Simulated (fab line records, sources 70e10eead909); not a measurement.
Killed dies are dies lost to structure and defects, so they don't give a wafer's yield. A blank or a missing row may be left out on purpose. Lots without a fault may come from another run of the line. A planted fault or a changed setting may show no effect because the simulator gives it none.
fab line records | flow nand_harc
record lots=14 wafers=42 last_day=25
route steps=1159 shown A_CONTACT@955 A_BLC@981
lots that met no fault: from a run of the same line without faults
start_h: hours from the record's first day to the start of the lot's first wafer shown | wait_h: hours since the lot's step before | " the same as in the row above | L1.1+2: a row that stands for several wafers | - no value, or no start given | * or withheld: withheld | < > ~ a bound
route shown NAME@n: a module of which the file shows steps, and the number in the route of the first | usual: mean/standard deviation of fault-free wafers | same: alike in all rows | chamber/n: place in a boat | sites: the reading at each site | _std_site: their standard deviation | _edge_site: outer sites' mean less inner sites' | radius_mm: how far each site lies from the wafer's centre | mask NAME#n: copy n | behind: the tool/chamber that last shaped the wafer | hold: why the lot was held/for how many hours/how that ended | device: the transistor (n, p or np) that didn't switch | end of line: the same wafers' tests at the end of the route | a step without rows: its recipe alone | killed: dies lost to structure and defects at the first sort, not the wafer's yield | map: a wafer's dies, x killed, . not, _ none there
set.NAME: the setting as run; set.NAME@STEP: as run at that earlier step | model.NAME: the simulator's own value behind a step, which no gauge read
steps of the route over a sample of lots; a table a step, a row a wafer
services: from which hour (start_h, from the record's first day; less than 0 if before it) a tool's chamber was out of use, for how many hours, and why
## steps
# step NHARC_A_CONTACT_ETCH_110
# recipe target_depth_a=500 overetch_a=50 time_s=27.5 ion_energy_ev=100 cf4_flow_sccm=80 o2_flow_sccm=20 ar_flow_sccm=0 rf_w=300 bias_w=100 chemistry=CF4/O2
# usual drypump_motor_current_A=5.8/0.36 oes_product_au=0.998/0.0097 rf_fwd_power_W=295.5/1.5 rf_vpp_V=197.8/1.5 showerhead_plenum_p_Torr=1.34/0.065 throttle_valve_pct=13.398/0.0092
# same time_s=27.5
# columns lot.wafer tool chamber start_h wait_h drypump_motor_current_A oes_product_au rf_fwd_power_W rf_hours_counter_h rf_vpp_V showerhead_plenum_p_Torr throttle_valve_pct
L117.2 rie_diel-09 2 378.37 0.1 5.6 1.006 294.6 44 197.0 1.34 13.397
L117.3 " 0 " " 5.5 1.003 297.3 44 197.4 1.26 13.395
L117.4 " 1 " " 5.2 0.991 296.3 41 197.9 1.39 13.402
L116.1 rie_diel-09 3 379.59 0.1 6.2 1.005 295.3 46 198.2 1.42 13.395
L116.6 " 2 " " 5.6 0.997 296.9 - 197.4 1.34 13.401
L116.5 " 3 " " 6.2 1.012 294.8 - 200.3 1.42 13.384
L119.3 rie_diel-02 3 389.88 0.1 5.6 0.996 297.0 17 196.2 1.26 13.388
L119.4 " 0 " " 5.8 0.999 297.3 18 197.5 1.33 13.395
L119.6 " 3 " " 5.5 0.992 296.2 - 196.4 1.26 13.406
L118.4 rie_diel-10 0 392.07 0.1 5.7 1.007 295.0 5 200.2 1.42 13.388
L118.3 " 2 " " 6.7 1.007 296.0 5 198.1 1.40 13.388
L118.5 " 0 " " 5.7 1.011 295.0 - 199.5 1.42 13.402
L122.2 rie_diel-10 1 411.06 0.1 5.7 1.002 292.4 7 196.3 1.25 13.385
L122.6 " 1 " " 5.7 0.998 292.0 - 194.7 1.25 13.384
L122.5 " 2 " " 6.7 1.004 296.6 - 198.4 1.40 13.384
L123.3 rie_diel-02 1 417.41 0.1 5.5 0.988 294.6 33 199.2 1.33 13.396
L123.1 " 2 " " 5.9 0.984 295.2 33 198.7 1.42 13.401
L123.4 " 0 " " 5.8 1.006 297.8 30 198.6 1.33 13.384
L120.2 rie_diel-09 0 424.42 0.1 5.5 1.021 296.8 63 196.6 1.26 13.410
L120.6 " 3 " " 6.2 1.020 292.8 - 199.3 1.42 13.421
L120.5 " 0 " " 5.5 1.005 294.4 - 194.1 1.26 13.393
L125.4 rie_diel-02 2 427.70 0.1 5.9 0.980 296.0 35 199.4 1.42 13.390
L125.1 " 1 " " 5.6 0.976 295.9 35 197.9 1.33 13.407
L125.6 " 2 " " 5.9 0.984 295.3 - 199.1 1.42 13.404
L130.1 rie_diel-10 3 456.50 0.1 5.5 0.998 296.8 16 199.5 1.34 13.387
L130.6 " 0 " " 5.7 1.005 294.5 - 198.4 1.42 13.392
L130.5 " 1 " " 5.7 1.005 291.7 - 193.9 1.24 13.415
L129.4 rie_diel-02 3 465.07 0.1 5.5 1.005 298.2 49 196.0 1.25 13.406
L129.1 " 1 " " 5.6 0.989 296.1 52 198.2 1.33 13.393
L129.5 " 2 " " 5.9 0.987 296.5 - 198.0 1.42 13.391
L135.3 rie_diel-09 3 491.29 0.1 6.2 1.003 294.4 18 199.1 1.41 13.392
L135.4 " 1 " " 5.2 0.991 294.9 18 198.9 1.38 13.411
L135.6 " 2 " " 5.6 1.001 295.2 - 197.9 1.34 13.386
L138.1 rie_diel-02 3 518.77 0.1 5.5 1.003 296.3 1 196.0 1.25 13.404
L138.2 " 1 " " 5.6 0.998 296.6 1 195.4 1.33 13.391
L138.5 " 3 " " 5.5 1.005 295.7 - 197.4 1.25 13.389
L137.4 rie_diel-02 3 519.19 0.1 5.5 0.998 296.4 1 197.6 1.25 13.409
L137.2 " 2 " " 5.9 0.983 296.2 1 198.3 1.42 13.384
L137.5 " 3 " " 5.5 1.007 298.2 - 194.7 1.25 13.399
L139.2 rie_diel-09 3 532.33 0.1 6.2 0.998 295.4 33 200.3 1.41 13.390
L139.3 " 0 " " 5.6 0.999 296.7 32 196.4 1.25 13.405
L139.5 " 1 " " 5.2 0.985 295.1 - 199.6 1.38 13.405
# step NHARC_A_BLC_CD_MEAS_19
# usual cd_nm=100.0/2.1
# columns lot.wafer tool chamber start_h wait_h cd_nm
L117.2 cd_sem-03 - 382.19 - 101.6
L117.3 " - " " 103.1
L117.4 " - " " 102.5
L116.1 cd_sem-02 - 383.32 - 97.4
L116.5 " - " " 100.2
L116.6 " - " " 100.5
L119.3 cd_sem-01 - 400.31 - 98.3
L119.4 " - " " 100.5
L119.6 " - " " 101.9
L118.3 cd_sem-02 - 404.00 - 103.7
L118.4 " - " " 99.6
L118.5 " - " " 102.2
L122.2 cd_sem-01 - 419.91 - 99.7
L122.5 " - " " 99.2
L122.6 " - " " 99.2
L123.1 cd_sem-03 - 424.56 - 97.8
L123.3 " - " " 99.6
L123.4 " - " " 99.5
L120.2 cd_sem-02 - 428.24 - 103.8
L120.5 " - " " 99.8
L120.6 " - " " 98.9
L125.1 cd_sem-02 - 433.34 - 99.9
L125.4 " - " " 101.2
L125.6 " - " " 99.2
L130.1 cd_sem-03 - 460.54 - 103.9
L130.5 " - " " 96.9
L130.6 " - " " 101.2
L129.1 cd_sem-02 - 470.64 - 98.6
L129.4 " - " " 98.4
L129.5 " - " " 97.1
L135.3 cd_sem-01 - 502.49 - 100.4
L135.4 " - " " 102.0
L135.6 " - " " 99.7
L138.1 cd_sem-03 - 525.47 - 96.3
L138.2 " - " " 101.7
L138.5 " - " " 97.6
L137.2 cd_sem-02 - 528.76 - 98.5
L137.4 " - " " 100.8
L137.5 " - " " 99.7
L139.2 cd_sem-03 - 543.22 - 103.6
L139.3 " - " " 99.7
L139.5 " - " " 100.0
# step NHARC_A_BLC_PVD_32
# recipe target_thk_a=50 chamber_pressure_pa=5 power_w=5000 substrate_temp_c=200 time_s=17.7 material=Ti
# usual throttle_valve_pct=29.9/0.89
# same time_s=17.7
# columns lot.wafer tool chamber start_h wait_h throttle_valve_pct
L117.2 pvd_sputter-03 - - - 30.5
L117.3 " - " " 31.6
L117.4 " - " " 30.4
L116.1 pvd_sputter-01 - - - 30.4
L116.6 " - " " 30.1
L116.5 " - " " 30.3
L119.3 pvd_sputter-01 - - - 30.1
L119.4 " - " " 30.2
L119.6 " - " " 30.2
L118.4 pvd_sputter-01 - - - 30.6
L118.3 " - " " 30.0
L118.5 " - " " 30.1
L122.2 pvd_sputter-01 - - - 30.2
L122.5 " - " " 30.1
L122.6 " - " " 30.0
L123.3 pvd_sputter-01 - - - 30.3
L123.4 " - " " 30.3
L123.1 " - " " 30.0
L120.2 pvd_sputter-01 - - - 30.2
L120.5 " - " " 30.4
L120.6 " - " " 29.9
L125.1 pvd_sputter-01 - - - 30.0
L125.4 " - " " 30.2
L125.6 " - " " 30.3
L130.1 pvd_sputter-02 - - - 30.4
L130.5 " - " " 28.2
L130.6 " - " " 30.3
L129.1 pvd_sputter-01 - - - 29.9
L129.4 " - " " 30.2
L129.5 " - " " 30.2
L135.3 pvd_sputter-03 - - - 30.8
L135.4 " - " " 29.9
L135.6 " - " " 30.9
L138.1 pvd_sputter-02 - - - 28.2
L138.2 " - " " 30.5
L138.5 " - " " 28.1
L137.4 pvd_sputter-01 - - - 30.2
L137.2 " - " " 29.9
L137.5 " - " " 30.3
L139.2 pvd_sputter-02 - - - 29.8
L139.3 " - " " 28.3
L139.5 " - " " 30.1
# step NHARC_A_BLC_CVD_24
# recipe target_thk_a=1500 temp_c=300 pressure_torr=40 wf6_flow_sccm=40 h2_flow_sccm=1600 ar_flow_sccm=1560 time_s=434 material=W
# usual heater_power_outer_w=275/23 heater_power_w=468/30 mfc_h2_sccm=1600/4.4 throttle_valve_pct=7.82/0.19
# same time_s=434
# columns lot.wafer tool chamber start_h wait_h heater_power_outer_w heater_power_w mfc_h2_sccm throttle_valve_pct
L117.2 cvd_w-01 1 393.63 - 291 450 1606 8.15
L117.3 " 1 " " 294 442 1602 7.97
L117.4 " 0 " " 280 490 1605 7.63
L116.1 cvd_w-02 0 396.97 - 238 425 1599 7.71
L116.5 " 0 " " 243 440 1592 7.72
L116.6 " 1 " " 287 476 1597 7.59
L119.4 cvd_w-02 1 402.95 - 291 483 1602 8.16
L119.3 " 0 " " 244 440 1596 7.78
L119.6 " 0 " " 245 440 1599 7.83
L118.3 cvd_w-02 0 405.18 - 242 436 1604 7.75
L118.4 " 1 " " 281 485 1598 7.71
L118.5 " 0 " " 240 431 1608 7.76
L122.2 cvd_w-02 0 422.55 - 248 443 1602 7.61
L122.6 " 1 " " 289 477 1605 7.47
L122.5 " 0 " " 243 433 1601 7.80
L123.1 cvd_w-02 1 425.75 - 298 487 1593 7.78
L123.4 " 1 " " 296 489 1595 7.78
L123.3 " 0 " " 249 443 1591 8.05
L123.1 cvd_w-02 1 426.43 0.6 289 478 1604 7.75
L123.4 " 1 " " 295 487 1601 7.70
L123.3 " 0 " " 235 436 1603 7.89
L120.2 cvd_w-02 0 430.77 - 245 423 1597 7.53
L120.5 " 0 " " 242 425 1601 7.69
L120.6 " 1 " " 294 480 1600 7.70
L125.1 cvd_w-02 0 439.90 - 244 443 1599 7.76
L125.4 " 1 " " 288 490 1604 7.53
L125.6 " 0 " " 245 437 1609 8.05
L130.1 cvd_w-02 0 465.89 - 243 446 1593 7.70
L130.6 " 0 " " 245 433 1595 7.79
L130.5 " 1 " " 290 492 1602 7.84
L130.1 cvd_w-02 0 468.56 2.6 248 428 1600 7.72
L130.6 " 0 " " 246 440 1604 7.75
L130.5 " 1 " " 292 484 1596 7.82
L129.1 cvd_w-02 1 473.54 - 286 487 1605 7.67
L129.4 " 0 " " 247 442 1598 7.72
L129.5 " 0 " " 240 441 1599 7.80
L135.3 cvd_w-02 1 503.73 - 294 482 1600 7.99
L135.4 " 0 " " 251 437 1601 7.98
L135.6 " 0 " " 242 448 1598 7.82
L138.2 cvd_w-01 1 529.93 - 287 454 1599 7.95
L138.1 " 0 " " 300 524 1596 7.67
L138.5 " 1 " " 295 462 1597 8.03
L137.2 cvd_w-02 0 539.80 - 245 433 1600 7.75
L137.4 " 0 " " 239 446 1602 7.82
L137.5 " 0 " " 241 439 1593 8.06
L139.2 cvd_w-01 1 549.75 - 293 449 1598 7.97
L139.3 " 0 " " 305 527 1602 7.78
L139.5 " 0 " " 301 523 1605 7.77
# step NHARC_A_BLC_CMP_25
# recipe t_overpolish_s=30 target_thk_nm=150
# usual motor_current_A=11.5/1.3 overpolish_run_s=30.000/0.0098 time_to_endpoint_s=30/3.4
# columns lot.wafer tool chamber start_h wait_h motor_current_A overpolish_run_s time_to_endpoint_s
L117.4 cmp-04 2 394.16 0.2 9.3 29.997 32
L117.2 " 0 " " 11.0 30.002 34
L117.3 " 1 " " 13.3 30.001 32
L116.1 cmp-03 1 397.58 0.5 12.6 29.999 27
L116.5 " 2 " " 13.5 29.999 32
L116.6 " 3 " " 13.6 29.995 26
L119.3 cmp-03 0 403.34 0.2 11.9 30.007 20
L119.4 " 3 " " 13.3 29.979 26
L119.6 " 1 " " 13.4 29.998 27
L118.4 cmp-04 0 405.56 0.2 11.9 29.997 36
L118.3 " 2 " " 9.7 30.017 34
L118.5 " 0 " " 11.9 29.997 36
L122.2 cmp-02 2 423.08 0.5 10.5 29.991 30
L122.6 " 0 " " 10.2 29.997 33
L122.5 " 1 " " 9.4 29.996 34
L123.1 cmp-03 3 427.06 0.6 12.8 29.993 52
L123.3 " 0 " " 11.7 30.007 49
L123.4 " 1 " " 12.8 30.015 51
L120.2 cmp-04 2 431.29 0.5 9.6 29.988 32
L120.6 " 2 " " 10.1 29.980 30
L120.5 " 3 " " 12.6 30.002 34
L125.1 cmp-02 1 440.38 0.4 9.9 29.994 33
L125.4 " 3 " " 13.0 30.010 32
L125.6 " 1 " " 9.6 30.004 33
L130.1 cmp-03 2 469.23 0.6 13.0 29.996 65
L130.5 " 0 " " 11.7 30.011 54
L130.6 " 1 " " 13.8 29.999 58
L129.1 cmp-02 0 474.02 0.4 11.0 30.003 32
L129.4 " 1 " " 9.8 30.006 36
L129.5 " 1 " " 10.5 30.000 32
L135.3 cmp-02 1 504.11 0.3 9.6 30.019 28
L135.4 " 2 " " 10.0 29.986 25
L135.6 " 2 " " 10.0 29.997 23
L138.1 cmp-04 0 530.48 0.4 11.7 29.998 33
L138.2 " 2 " " 9.7 29.995 31
L138.5 " 1 " " 12.6 30.003 31
L137.4 cmp-02 1 540.33 0.3 10.3 30.001 32
L137.2 " 0 " " 10.9 29.992 29
L137.5 " 2 " " 10.3 29.992 29
L139.3 cmp-03 1 550.28 0.2 12.7 29.997 32
L139.2 " 3 " " 13.5 29.985 30
L139.5 " 2 " " 12.9 29.991 36
## services
# columns tool chamber start_h hours kind
cmp-03 - 356.39 4.0 pm
cmp-04 - 368.02 1.4 repair
rie_diel-02 1 377.35 2.2 repair
cvd_w-02 - 383.97 13.0 pm
cmp-04 - 397.24 1.0 repair
cmp-04 - 399.00 4.0 pm
rie_diel-09 2 401.69 12.6 repair
cmp-02 - 402.25 2.3 repair
cmp-03 - 407.07 1.3 repair
rie_diel-09 2 428.25 14.1 repair
rie_diel-09 - 431.26 9.0 pm
cmp-02 - 442.61 4.0 pm
rie_diel-09 3 453.44 1.9 repair
cmp-03 - 454.39 4.0 pm
rie_diel-09 - 461.79 0.3 repair
pvd_sputter-01 - 464.32 6.8 repair
cmp-04 - 475.59 14.5 repair
cmp-03 - 480.24 1.4 repair
cmp-03 - 501.46 2.8 repair
rie_diel-02 - 505.18 9.0 pm
cvd_w-02 - 531.27 8.5 repair
cmp-02 - 533.30 1.6 repair
cmp-03 - 536.12 2.1 repair
cmp-02 - 540.70 4.0 pm
## key
first_sign step=NHARC_A_BLC_CVD_24 reading=visit direction=added
effect step=NHARC_A_BLC_CMP_25 reading=time_to_endpoint_s direction=up sigmas=7.3 usual=* struck=*
met_at NHARC_A_BLC_CVD_24
struck_lots L123,L130
sort_left_out L123.1,L123.3,L123.4,L130.1,L130.5,L130.6
tester_left_out L123,L130
not_acting_at NHARC_A_CONTACT_ETCH_110,NHARC_A_BLC_CD_MEAS_19,NHARC_A_BLC_PVD_32
fault kind=repeated_step_whole tool=cvd_w-01,cvd_w-02 chamber=- onset_h=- steps=NHARC_A_BLC_CVD_24 times=1 scope=struck_lots_only
# tester_left_out: of these lots the tester's yield and bins aren't shown, on N5 and GAA mostly nor the transistor test; their killed dies are dies lost to structure and defects alone, not to doping, threshold or leakage, so they don't give the yield
# sort_left_out: the simulated sort isn't trusted on such a fault, so these wafers' sort isn't shown, and their yield isn't known
